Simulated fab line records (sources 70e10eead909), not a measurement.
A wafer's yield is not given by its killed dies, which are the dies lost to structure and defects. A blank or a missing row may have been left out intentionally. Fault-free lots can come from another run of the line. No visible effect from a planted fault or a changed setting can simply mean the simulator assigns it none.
fab line records	flow nandHarc
record lots=24	wafers=72	lastDay=33
route steps=1302 shown P_STI@89 P_CONTACT@238 P_M0@263 P_M1@301
lots that met no fault: taken from a fault-free run of the same line
startH: the number of hours between the record's first day and the start of the first shown wafer of the lot	waitH: how many hours have passed since the lot's step before this one	" same as the row above	L1.1+2: a single row standing in for several wafers	- no value present, or no start provided	* or withheld: withheld	< > ~ a bound
route shown NAME@n: NAME is a module with steps in the file, n the number in the route of the first one	usual: the fault-free wafers' mean and standard deviation	same: alike in all rows	chamber/n: place in a boat	sites: per-site readings	_std_site: standard deviation of those values	_edge_site: inner sites' mean taken away from outer sites' mean	radiusMm: for every site, how far away it sits from the centre of the wafer	mask NAME#n: copy n	behind: the most recent tool/chamber to have shaped the wafer	hold: why the lot went on hold/how many hours it stayed there/how the hold came to an end	device: whichever transistor did not switch (one of n, p or np)	end of line: at the end of the route, the tests of the same wafers	a step with no rows: only its recipe	killed: at the first sort, the dies lost to defects and structure; wafer yield is something else	map: shows each die of a wafer: x if killed, . if not, _ if none is there
set.NAME: the setting that was run; set.NAME@STEP: the one run at that earlier step	model.NAME: the simulator's own value behind a step, which no gauge read
steps of the route over a sample of lots; a table a step, a row a wafer
services: a tool's chamber out of use, with start hour (startH, from the record's first day; less than 0 if before it), hours out, and reason
## steps
# step NHARC_P_STI_ETCH_31
# recipe targetDepthA=1089	timeS=54.5	cf4FlowSccm=100	chf3FlowSccm=30	arFlowSccm=0	rfW=500	biasW=200	chemistry=CF4/CHF3
# usual drypumpMotorCurrentA=5.6/0.46	oesProductAu=0.967/0.017	rfVppV=371.6/2.5	showerheadPlenumPTorr=1.60/0.076	throttleValvePct=16.804/0.0087
lot.wafer	tool	chamber	startH	waitH	drypumpMotorCurrentA	oesProductAu	rfHoursCounterH	rfVppV	showerheadPlenumPTorr	throttleValvePct
L074.4	rieDiel-03	0	-	-	5.1	0.987	6	366.5	1.51	16.808
L074.3	"	1	"	"	6.1	0.983	6	367.4	1.50	16.782
L074.1	"	2	"	"	5.9	0.984	6	373.7	1.67	16.798
L075.3	rieDiel-03	2	-	-	5.9	0.994	6	373.9	1.67	16.808
L075.1	"	3	"	"	6.1	0.983	6	375.6	1.68	16.789
L075.5	"	1	"	"	6.0	0.960	-	369.0	1.50	16.788
L076.4	rieDiel-03	2	-	-	5.9	0.975	7	374.0	1.67	16.807
L076.2	"	1	"	"	6.0	0.965	7	369.3	1.50	16.815
L076.5	"	2	"	"	5.8	0.971	-	374.4	1.67	16.813
L077.3	rieDiel-06	1	-	-	5.7	0.964	9	372.3	1.63	16.817
L077.1	"	3	"	"	5.9	0.977	9	370.5	1.56	16.814
L077.2	"	0	"	"	5.2	0.971	9	369.4	1.54	16.798
L078.4	rieDiel-06	3	-	-	6.0	0.957	10	369.6	1.56	16.789
L078.6	"	2	"	"	5.1	0.979	-	374.2	1.68	16.805
L078.5	"	3	"	"	5.9	0.953	-	370.3	1.56	16.801
L079.4	rieDiel-01	1	-	-	4.9	0.980	2	373.6	1.65	16.802
L079.1	"	2	"	"	5.8	0.954	2	367.8	1.49	16.818
L079.6	"	0	"	"	5.4	0.968	-	371.6	1.60	16.788
L080.1	rieDiel-01	0	-	-	5.4	0.961	2	372.6	1.60	16.821
L080.4	"	1	"	"	4.9	0.982	3	374.4	1.65	16.801
L080.5	"	1	"	"	4.9	0.984	-	372.9	1.65	16.811
L081.3	rieDiel-06	3	-	-	6.0	0.951	12	371.9	1.56	16.800
L081.4	"	2	"	"	5.1	0.977	12	373.8	1.68	16.816
L081.5	"	3	"	"	5.9	0.952	-	371.5	1.56	16.806
L082.4	rieDiel-01	3	-	-	4.8	0.963	5	373.9	1.69	16.793
L082.5	"	2	"	"	5.7	0.950	-	367.9	1.49	16.795
L082.6	"	3	"	"	4.9	0.963	-	374.2	1.69	16.804
L083.3	rieDiel-03	2	-	-	5.9	0.989	2	373.8	1.67	16.801
L083.6	"	0	"	"	5.1	0.957	-	368.3	1.51	16.794
L083.5	"	1	"	"	6.0	0.985	-	369.7	1.49	16.791
L084.4	rieDiel-03	3	-	-	6.1	0.953	2	373.7	1.68	16.802
L084.3	"	0	"	"	5.1	0.982	2	368.9	1.51	16.798
L084.6	"	3	"	"	6.1	0.966	-	373.1	1.68	16.797
L085.1	rieDiel-01	2	-	-	5.8	0.977	6	368.8	1.49	16.801
L085.5	"	3	"	"	4.8	0.952	-	373.6	1.69	16.819
L085.6	"	0	"	"	5.4	0.969	-	370.6	1.59	16.829
L086.1	rieDiel-03	2	-	-	5.9	0.934	3	374.4	1.67	16.796
L086.4	"	3	"	"	6.1	0.918	3	374.7	1.68	16.781
L086.5	"	3	"	"	6.1	0.927	-	374.3	1.68	16.806
L087.3	rieDiel-03	3	-	-	6.1	0.950	4	374.2	1.68	16.798
L087.2	"	0	"	"	5.1	0.958	4	368.7	1.50	16.801
L087.5	"	2	"	"	5.9	0.967	-	374.2	1.67	16.814
L088.1	rieDiel-03	2	-	-	5.9	0.973	4	374.6	1.67	16.795
L088.4	"	3	"	"	6.1	0.968	4	373.0	1.68	16.797
L088.3	"	0	"	"	5.1	0.973	5	369.4	1.50	16.797
L089.1	rieDiel-06	1	-	-	5.7	0.988	5	371.9	1.62	16.802
L089.2	"	2	"	"	5.1	0.983	6	375.0	1.68	16.800
L089.6	"	1	"	"	5.7	0.987	-	372.5	1.62	16.800
L090.2	rieDiel-03	3	-	-	6.1	0.972	5	373.3	1.68	16.807
L090.4	"	0	"	"	5.1	0.977	6	368.8	1.50	16.800
L090.5	"	3	"	"	6.1	0.962	-	372.8	1.68	16.815
L091.1	rieDiel-01	1	-	-	4.9	0.983	0	374.1	1.65	16.798
L091.4	"	2	"	"	5.8	0.981	0	368.6	1.49	16.812
L091.3	"	3	"	"	4.8	0.982	0	373.8	1.69	16.810
L092.4	rieDiel-01	0	-	-	5.4	0.962	0	370.7	1.59	16.799
L092.1	"	1	"	"	4.9	0.976	0	373.4	1.65	16.810
L092.6	"	2	"	"	5.7	0.952	-	367.4	1.49	16.802
L093.4	rieDiel-01	0	-	-	5.4	0.919	1	371.3	1.59	16.796
L093.2	"	2	"	"	5.8	0.925	1	367.2	1.49	16.805
L093.6	"	0	"	"	5.4	0.926	-	371.7	1.59	16.794
L094.4	rieDiel-01	1	-	-	4.9	1.002	1	373.2	1.65	16.800
L094.3	"	2	"	"	5.7	0.965	1	368.1	1.49	16.796
L094.5	"	1	"	"	4.9	0.984	-	372.0	1.65	16.798
L095.2	rieDiel-03	2	-	-	5.9	0.969	7	373.1	1.66	16.805
L095.6	"	3	"	"	6.1	0.956	-	375.0	1.68	16.809
L095.4	"	1	"	"	6.0	0.985	-	365.8	1.49	16.807
L096.1	rieDiel-06	1	-	-	5.7	0.957	11	371.5	1.62	16.797
L096.3	"	2	"	"	5.1	0.946	12	373.8	1.67	16.794
L096.6	"	1	"	"	5.7	0.959	-	373.0	1.62	16.808
L097.1	rieDiel-03	1	-	-	6.1	0.993	8	368.7	1.49	16.802
L097.4	"	3	"	"	6.1	0.948	9	373.7	1.68	16.798
L097.5	"	1	"	"	6.1	1.000	-	367.9	1.49	16.809
# step NHARC_P_STI_OCD_MEAS_43
# usual trenchDepthNm=299/4.4	trenchFootCdNm=158.2/2.7
lot.wafer	tool	chamber	startH	waitH	trenchDepthNm	trenchFootCdNm
L074.1	ocd-01	-	47.41	-	296	160.1
L074.3	"	-	"	"	299	159.0
L074.4	"	-	"	"	303	161.4
L075.1	ocd-02	-	58.05	-	295	161.0
L075.3	"	-	"	"	298	158.5
L075.5	"	-	"	"	296	157.9
L076.2	ocd-01	-	68.29	-	302	161.3
L076.4	"	-	"	"	299	160.5
L076.5	"	-	"	"	299	160.4
L077.1	ocd-02	-	74.89	-	297	159.0
L077.2	"	-	"	"	303	159.5
L077.3	"	-	"	"	300	158.8
L078.4	ocd-01	-	84.48	-	304	155.4
L078.5	"	-	"	"	301	155.7
L078.6	"	-	"	"	299	154.8
L079.1	ocd-02	-	93.65	-	302	159.7
L079.4	"	-	"	"	300	158.6
L079.6	"	-	"	"	292	160.2
L080.1	ocd-02	-	105.95	-	296	160.7
L080.4	"	-	"	"	291	162.4
L080.5	"	-	"	"	296	160.3
L081.3	ocd-02	-	115.04	-	291	153.3
L081.4	"	-	"	"	300	154.4
L081.5	"	-	"	"	298	155.4
L082.4	ocd-01	-	127.01	-	304	152.6
L082.5	"	-	"	"	303	154.1
L082.6	"	-	"	"	299	157.8
L083.3	ocd-01	-	136.11	-	298	155.0
L083.5	"	-	"	"	299	152.5
L083.6	"	-	"	"	294	154.6
L084.3	ocd-01	-	145.42	-	303	155.0
L084.4	"	-	"	"	303	156.7
L084.6	"	-	"	"	301	154.6
L085.1	ocd-01	-	155.30	-	296	159.6
L085.5	"	-	"	"	293	160.4
L085.6	"	-	"	"	303	160.7
L086.1	ocd-02	-	164.05	-	300	157.0
L086.4	"	-	"	"	301	156.7
L086.5	"	-	"	"	297	162.0
L087.2	ocd-02	-	174.81	-	296	159.6
L087.3	"	-	"	"	303	158.3
L087.5	"	-	"	"	295	157.5
L088.1	ocd-01	-	183.77	-	302	154.3
L088.3	"	-	"	"	305	151.6
L088.4	"	-	"	"	298	159.2
L089.1	ocd-02	-	196.82	-	300	160.3
L089.2	"	-	"	"	293	159.8
L089.6	"	-	"	"	300	162.1
L090.2	ocd-01	-	206.02	-	303	159.4
L090.4	"	-	"	"	301	160.5
L090.5	"	-	"	"	302	160.3
L091.1	ocd-02	-	214.33	-	297	156.3
L091.3	"	-	"	"	296	157.8
L091.4	"	-	"	"	300	157.8
L092.1	ocd-01	-	226.55	-	293	158.1
L092.4	"	-	"	"	302	158.7
L092.6	"	-	"	"	294	159.2
L093.2	ocd-01	-	239.70	-	302	157.8
L093.4	"	-	"	"	296	156.0
L093.6	"	-	"	"	297	158.0
L094.3	ocd-01	-	246.78	-	290	155.6
L094.4	"	-	"	"	296	157.0
L094.5	"	-	"	"	296	154.8
L095.2	ocd-02	-	254.62	-	292	160.6
L095.4	"	-	"	"	305	157.4
L095.6	"	-	"	"	292	158.9
L096.1	ocd-01	-	266.18	-	301	160.0
L096.3	"	-	"	"	303	159.6
L096.6	"	-	"	"	302	158.3
L097.1	ocd-02	-	281.71	-	306	153.9
L097.4	"	-	"	"	297	158.4
L097.5	"	-	"	"	299	156.4
# step NHARC_P_CONTACT_ETCH_18
# recipe targetDepthA=4810	timeS=240.5	c4f8FlowSccm=20	o2FlowSccm=10	arFlowSccm=withheld	rfW=600	biasW=1500	chemistry=C4F8/O2/Ar
# usual oesProductAu=0.963/0.017	rfVppV=980/5.2
lot.wafer	tool	chamber	startH	waitH	oesProductAu	rfHoursCounterH	rfVppV
L074.4	rieDiel-12	2	-	-	0.962	0.6	974
L074.1	"	3	"	"	0.968	0.4	976
L074.3	"	0	"	"	0.955	0.5	981
L075.3	rieDiel-04	1	-	-	0.947	3.3	982
L075.1	"	3	"	"	0.960	3.5	986
L075.5	"	0	"	"	0.973	-	988
L076.4	rieDiel-12	1	-	-	0.954	1.3	981
L076.2	"	2	"	"	0.953	1.3	973
L076.5	"	3	"	"	0.988	-	976
L077.2	rieDiel-04	1	-	-	0.982	3.9	980
L077.1	"	3	"	"	0.958	3.8	988
L077.3	"	0	"	"	0.974	3.7	987
L078.4	rieDiel-10	2	-	-	0.960	4.1	976
L078.5	"	3	"	"	0.972	-	973
L078.6	"	0	"	"	0.993	-	989
L079.1	rieDiel-10	3	-	-	0.972	5.1	972
L079.4	"	0	"	"	0.989	5.3	988
L079.6	"	3	"	"	0.973	-	972
L080.1	rieDiel-12	1	-	-	0.953	2.2	984
L080.4	"	2	"	"	0.946	2.2	973
L080.5	"	1	"	"	0.952	-	982
L081.3	rieDiel-12	0	-	-	0.952	2.6	981
L081.4	"	1	"	"	0.978	2.5	983
L081.5	"	0	"	"	0.949	-	980
L082.4	rieDiel-12	0	-	-	0.945	3.1	981
L082.5	"	1	"	"	0.976	-	983
L082.6	"	2	"	"	0.959	-	974
L083.3	rieDiel-12	1	-	-	0.960	3.6	982
L083.6	"	3	"	"	0.978	-	976
L083.5	"	0	"	"	0.966	-	981
L084.3	rieDiel-04	0	-	-	0.923	0.9	988
L084.4	"	1	"	"	0.926	0.8	981
L084.6	"	0	"	"	0.925	-	988
L085.1	rieDiel-12	1	-	-	0.919	4.0	984
L085.6	"	2	"	"	0.920	-	973
L085.5	"	3	"	"	0.929	-	976
L086.1	rieDiel-10	0	-	-	0.965	9.0	988
L086.4	"	2	"	"	0.964	9.5	976
L086.5	"	0	"	"	0.972	-	988
L087.2	rieDiel-04	0	-	-	0.968	1.9	988
L087.3	"	1	"	"	0.956	1.9	981
L087.5	"	0	"	"	0.961	-	989
L089.2	rieDiel-10	0	-	-	0.972	1.2	987
L089.1	"	3	"	"	0.952	1.1	973
L089.6	"	3	"	"	0.956	-	973
L088.3	rieDiel-12	1	-	-	0.960	5.2	984
L088.1	"	3	"	"	0.982	5.8	975
L088.4	"	3	"	"	0.997	-	975
L090.4	rieDiel-10	1	-	-	0.965	1.6	984
L090.2	"	2	"	"	0.985	3.0	976
L090.5	"	2	"	"	0.971	-	977
L091.3	rieDiel-12	3	-	-	0.967	0.6	975
L091.1	"	2	"	"	0.954	0.6	973
L091.4	"	3	"	"	0.969	-	974
L092.4	rieDiel-04	1	-	-	0.970	3.2	980
L092.1	"	2	"	"	0.988	2.1	983
L092.6	"	0	"	"	0.974	-	988
L094.3	rieDiel-12	3	-	-	0.981	1.4	976
L094.4	"	0	"	"	0.974	1.4	980
L094.5	"	3	"	"	0.987	-	977
L093.4	rieDiel-04	1	-	-	0.955	3.9	981
L093.2	"	2	"	"	0.970	2.7	984
L093.6	"	1	"	"	0.951	-	980
L095.2	rieDiel-12	0	-	-	0.971	2.1	979
L095.4	"	1	"	"	0.964	1.1	982
L095.6	"	1	"	"	0.979	-	983
L096.3	rieDiel-12	0	-	-	0.977	2.4	980
L096.1	"	2	"	"	0.954	2.3	973
L096.6	"	1	"	"	0.973	-	983
L097.4	rieDiel-10	2	-	-	0.961	5.6	975
L097.1	"	3	"	"	0.968	5.5	973
L097.5	"	2	"	"	0.968	-	978
# step NHARC_P_CONTACT_CMP_24
# recipe tOverpolishS=30	targetThkNm=200
# usual motorCurrentA=11.5/0.94	overpolishRunS=29.999/0.0087	slurryFilterDpKPa=13.50/0.14	timeToEndpointS=39.8/3
lot.wafer	tool	chamber	startH	waitH	motorCurrentA	overpolishRunS	slurryFilterDpKPa	timeToEndpointS
L074.4	cmp-01	0	120.74	0.3	11.1	30.000	13.73	35.2
L074.3	"	1	"	"	10.0	29.993	13.49	42.3
L074.1	"	2	"	"	10.7	29.997	13.34	39.3
L075.1	cmp-04	0	138.94	0.5	13.4	29.988	13.60	40.6
L075.3	"	1	"	"	10.8	30.002	13.37	40.7
L075.5	"	0	"	"	12.9	30.010	13.36	41.7
L076.2	cmp-04	3	148.69	0.5	10.4	30.003	13.44	38.2
L076.4	"	0	"	"	12.9	29.995	13.49	36.7
L076.5	"	0	"	"	13.5	30.006	13.51	37.1
L077.2	cmp-01	3	151.31	0.5	10.0	29.995	13.55	40.4
L077.1	"	0	"	"	11.9	29.998	13.39	41.1
L077.3	"	2	"	"	10.3	29.999	13.50	41.4
L078.4	cmp-01	0	157.06	0.4	12.1	29.982	13.66	39.5
L078.6	"	1	"	"	10.1	29.999	13.35	39.7
L078.5	"	2	"	"	11.1	29.995	13.56	40.4
L079.4	cmp-04	1	172.03	0.3	12.1	30.007	13.60	38.4
L079.1	"	3	"	"	10.2	29.999	13.55	41.4
L079.6	"	0	"	"	12.8	30.007	13.74	37.8
L080.4	cmp-04	3	182.69	0.4	10.6	29.996	13.52	34.6
L080.1	"	0	"	"	13.2	30.003	13.48	37.2
L080.5	"	2	"	"	11.9	29.992	13.49	37.8
L081.4	cmp-03	2	187.86	0.3	11.5	29.991	13.45	41.3
L081.3	"	3	"	"	11.8	30.003	13.55	44.7
L081.5	"	2	"	"	12.2	30.005	13.73	38.6
L082.4	cmp-03	0	198.89	0.3	12.8	29.996	13.44	40.9
L082.5	"	3	"	"	11.7	30.007	13.42	42.6
L082.6	"	0	"	"	12.8	29.998	13.57	38.8
L083.3	cmp-01	3	212.40	0.4	9.9	29.999	13.36	36.5
L083.6	"	3	"	"	10.0	29.997	13.51	36.6
L083.5	"	0	"	"	11.8	30.009	13.36	37.6
L084.4	cmp-03	2	216.73	0.4	11.6	29.988	13.26	39.5
L084.3	"	0	"	"	12.1	29.998	13.33	38.7
L084.6	"	1	"	"	12.3	29.992	13.50	47.3
L085.1	cmp-03	3	229.21	0.7	12.2	29.995	13.39	38.3
L085.6	"	0	"	"	12.8	30.007	13.68	38.7
L085.5	"	1	"	"	12.5	29.998	13.45	43.2
L086.4	cmp-04	0	238.41	0.4	12.4	29.984	13.43	38.1
L086.1	"	2	"	"	11.6	29.997	13.75	39.9
L086.5	"	1	"	"	11.1	29.995	13.37	38.9
L087.3	cmp-04	3	249.72	0.4	10.9	29.990	13.46	38.4
L087.2	"	0	"	"	12.7	29.996	13.70	36.1
L087.5	"	2	"	"	11.4	30.008	13.57	37.7
L089.2	cmp-01	0	269.31	0.6	11.5	30.004	13.68	43.2
L089.1	"	1	"	"	10.1	29.993	13.71	45.0
L089.6	"	0	"	"	11.7	30.015	13.49	45.3
L088.1	cmp-03	1	270.05	0.5	12.2	30.010	13.58	48.4
L088.4	"	3	"	"	11.9	29.989	13.58	40.4
L088.3	"	0	"	"	12.0	30.003	13.54	39.1
L090.2	cmp-04	1	291.01	0.6	11.8	30.011	13.56	35.4
L090.4	"	2	"	"	11.6	29.996	13.53	38.8
L090.5	"	0	"	"	13.1	30.010	13.42	35.8
L091.4	cmp-01	1	294.75	0.4	9.9	30.008	13.58	43.3
L091.1	"	3	"	"	10.3	29.984	13.50	43.6
L091.3	"	0	"	"	11.9	29.996	13.59	45.6
L092.1	cmp-03	3	303.86	0.6	12.5	30.000	13.36	39.9
L092.4	"	1	"	"	12.0	29.972	13.52	46.1
L092.6	"	0	"	"	12.8	29.996	13.58	39.8
L094.3	cmp-03	1	320.76	0.3	11.5	29.999	13.74	42.5
L094.4	"	3	"	"	11.7	29.997	13.46	39.7
L094.5	"	2	"	"	12.0	30.003	13.74	32.0
L093.4	cmp-04	0	321.60	0.3	13.0	30.000	13.47	38.4
L093.2	"	1	"	"	11.5	29.991	13.78	40.9
L093.6	"	0	"	"	12.3	30.001	13.62	38.3
L095.2	cmp-04	3	341.47	0.6	10.6	29.997	13.58	38.3
L095.4	"	1	"	"	11.8	30.000	13.60	37.3
L095.6	"	2	"	"	10.9	30.009	13.54	40.2
L096.1	cmp-01	0	346.64	0.5	11.3	29.994	13.59	36.2
L096.3	"	1	"	"	9.8	29.995	13.74	39.2
L096.6	"	1	"	"	10.2	30.013	13.69	39.2
L097.1	cmp-01	1	360.02	0.6	10.5	29.987	13.20	44.3
L097.4	"	2	"	"	11.1	29.984	13.42	41.4
L097.5	"	0	"	"	11.9	30.013	13.59	39.7
# step NHARC_P_M0_CD_MEAS_09
# recipe targetCdNm=90	landingEnergyEv=500
# usual cdNm=90.1/0.55
lot.wafer	tool	chamber	startH	waitH	cdNm
L074.1	cdSem-01	0	122.05	-	90.7
L074.3	"	0	"	"	90.2
L074.4	"	0	"	"	90.4
L075.1	cdSem-03	0	140.22	-	90.0
L075.3	"	0	"	"	89.9
L075.5	"	0	"	"	90.7
L076.2	cdSem-03	0	149.99	-	89.4
L076.4	"	0	"	"	89.9
L076.5	"	0	"	"	89.1
L077.1	cdSem-03	0	152.49	-	90.1
L077.2	"	0	"	"	89.7
L077.3	"	0	"	"	90.6
L078.4	cdSem-03	0	158.30	-	89.5
L078.5	"	0	"	"	89.5
L078.6	"	0	"	"	90.1
L079.1	cdSem-01	0	173.32	-	90.0
L079.4	"	0	"	"	91.1
L079.6	"	0	"	"	90.0
L080.1	cdSem-03	0	183.84	-	90.0
L080.4	"	0	"	"	89.8
L080.5	"	0	"	"	89.8
L081.3	cdSem-01	0	189.14	-	89.4
L081.4	"	0	"	"	90.7
L081.5	"	0	"	"	89.6
L082.4	cdSem-02	0	200.19	-	89.9
L082.5	"	0	"	"	89.6
L082.6	"	0	"	"	90.7
L083.3	cdSem-03	0	213.72	-	89.6
L083.5	"	0	"	"	89.6
L083.6	"	0	"	"	90.7
L084.3	cdSem-03	0	218.04	-	90.3
L084.4	"	0	"	"	89.6
L084.6	"	0	"	"	90.3
L085.1	cdSem-01	0	230.45	-	90.3
L085.5	"	0	"	"	90.5
L085.6	"	0	"	"	90.6
L086.1	cdSem-01	0	239.72	-	90.2
L086.4	"	0	"	"	91.2
L086.5	"	0	"	"	91.0
L087.2	cdSem-01	0	250.87	-	90.5
L087.3	"	0	"	"	90.1
L087.5	"	0	"	"	91.5
L089.1	cdSem-01	0	270.47	-	90.1
L089.2	"	0	"	"	90.0
L089.6	"	0	"	"	89.6
L088.1	cdSem-01	0	271.49	-	90.2
L088.3	"	0	"	"	91.1
L088.4	"	0	"	"	91.2
L090.2	cdSem-01	0	292.26	-	89.6
L090.4	"	0	"	"	90.0
L090.5	"	0	"	"	90.9
L091.1	cdSem-01	0	295.94	-	90.3
L091.3	"	0	"	"	90.8
L091.4	"	0	"	"	90.5
L092.1	cdSem-03	0	305.04	-	90.3
L092.4	"	0	"	"	89.0
L092.6	"	0	"	"	90.1
L094.3	cdSem-03	0	322.08	-	90.6
L094.4	"	0	"	"	91.2
L094.5	"	0	"	"	90.0
L093.2	cdSem-01	0	322.88	-	90.1
L093.4	"	0	"	"	90.0
L093.6	"	0	"	"	90.9
L095.2	cdSem-03	0	342.63	-	89.8
L095.4	"	0	"	"	90.3
L095.6	"	0	"	"	90.3
L096.1	cdSem-01	0	347.95	-	89.5
L096.3	"	0	"	"	89.3
L096.6	"	0	"	"	90.2
L097.1	cdSem-02	0	361.30	-	89.7
L097.4	"	0	"	"	89.4
L097.5	"	0	"	"	89.6
# step NHARC_P_M1_CD_MEAS_16
# usual cdNm=129.7/0.79
lot.wafer	tool	chamber	startH	waitH	cdNm
L074.1	cdSem-03	-	127.08	-	130.0
L074.3	"	-	"	"	129.3
L074.4	"	-	"	"	129.8
L075.1	cdSem-03	-	144.65	-	129.5
L075.3	"	-	"	"	129.0
L075.5	"	-	"	"	130.2
L076.2	cdSem-01	-	154.42	-	129.2
L076.4	"	-	"	"	128.9
L076.5	"	-	"	"	129.3
L077.1	cdSem-01	-	157.00	-	130.6
L077.2	"	-	"	"	130.2
L077.3	"	-	"	"	131.8
L078.4	cdSem-03	-	163.54	-	130.3
L078.5	"	-	"	"	131.0
L078.6	"	-	"	"	131.1
L079.1	cdSem-01	-	177.75	-	130.2
L079.4	"	-	"	"	130.1
L079.6	"	-	"	"	130.5
L080.1	cdSem-01	-	188.36	-	129.5
L080.4	"	-	"	"	128.9
L080.5	"	-	"	"	130.0
L081.3	cdSem-03	-	193.97	-	130.0
L081.4	"	-	"	"	130.1
L081.5	"	-	"	"	129.8
L082.4	cdSem-02	-	204.73	-	130.2
L082.5	"	-	"	"	129.7
L082.6	"	-	"	"	129.5
L083.3	cdSem-03	-	218.25	-	128.7
L083.5	"	-	"	"	129.2
L083.6	"	-	"	"	128.5
L084.3	cdSem-01	-	222.83	-	130.7
L084.4	"	-	"	"	130.9
L084.6	"	-	"	"	130.2
L085.1	cdSem-02	-	235.01	-	130.2
L085.5	"	-	"	"	129.9
L085.6	"	-	"	"	130.0
L086.1	cdSem-03	-	244.28	-	130.0
L086.4	"	-	"	"	128.1
L086.5	"	-	"	"	128.9
L087.2	cdSem-02	-	255.35	-	128.1
L087.3	"	-	"	"	129.7
L087.5	"	-	"	"	128.6
L089.1	cdSem-01	-	276.39	-	130.1
L089.2	"	-	"	"	128.1
L089.6	"	-	"	"	130.2
L088.1	cdSem-03	-	276.42	-	129.5
L088.3	"	-	"	"	129.6
L088.4	"	-	"	"	129.6
L090.2	cdSem-02	-	296.93	-	130.5
L090.4	"	-	"	"	129.7
L090.5	"	-	"	"	131.0
L091.1	cdSem-01	-	300.58	-	130.5
L091.3	"	-	"	"	129.7
L091.4	"	-	"	"	129.8
L092.1	cdSem-01	-	310.09	-	131.7
L092.4	"	-	"	"	129.4
L092.6	"	-	"	"	130.2
L094.3	cdSem-01	-	326.74	-	128.3
L094.4	"	-	"	"	129.4
L094.5	"	-	"	"	129.6
L093.2	cdSem-02	-	327.57	-	128.9
L093.4	"	-	"	"	131.5
L093.6	"	-	"	"	131.7
L095.2	cdSem-01	-	347.06	-	129.0
L095.4	"	-	"	"	129.5
L095.6	"	-	"	"	130.4
L096.1	cdSem-01	-	353.42	-	130.5
L096.3	"	-	"	"	130.9
L096.6	"	-	"	"	130.2
L097.1	cdSem-03	-	365.85	-	130.2
L097.4	"	-	"	"	130.1
L097.5	"	-	"	"	131.4
## services
tool	chamber	startH	hours	kind
rieDiel-03	-	23.82	2.1	repair
cmp-04	-	29.00	0.5	repair
cmp-04	-	61.32	28.6	repair
rieDiel-12	-	91.40	9.0	pm
rieDiel-03	-	104.30	9.0	pm
cmp-04	-	111.00	4.0	pm
rieDiel-03	1	116.00	6.8	repair
cmp-04	-	119.51	0.6	repair
cmp-04	-	124.55	0.5	repair
cmp-04	-	133.65	0.3	repair
rieDiel-03	1	169.93	6.0	repair
rieDiel-03	3	184.88	14.9	repair
cmp-04	-	209.00	4.0	pm
rieDiel-03	2	219.86	4.2	repair
rieDiel-03	0	230.78	4.5	repair
rieDiel-03	0	252.70	7.2	repair
cmp-04	-	265.00	1.0	repair
cmp-04	-	267.25	0.5	repair
rieDiel-12	2	267.40	1.3	repair
rieDiel-12	-	268.40	9.0	pm
rieDiel-12	1	278.68	3.4	repair
rieDiel-03	-	281.30	9.0	pm
rieDiel-12	1	291.57	20.1	repair
rieDiel-03	2	302.23	9.1	repair
## key
fault none
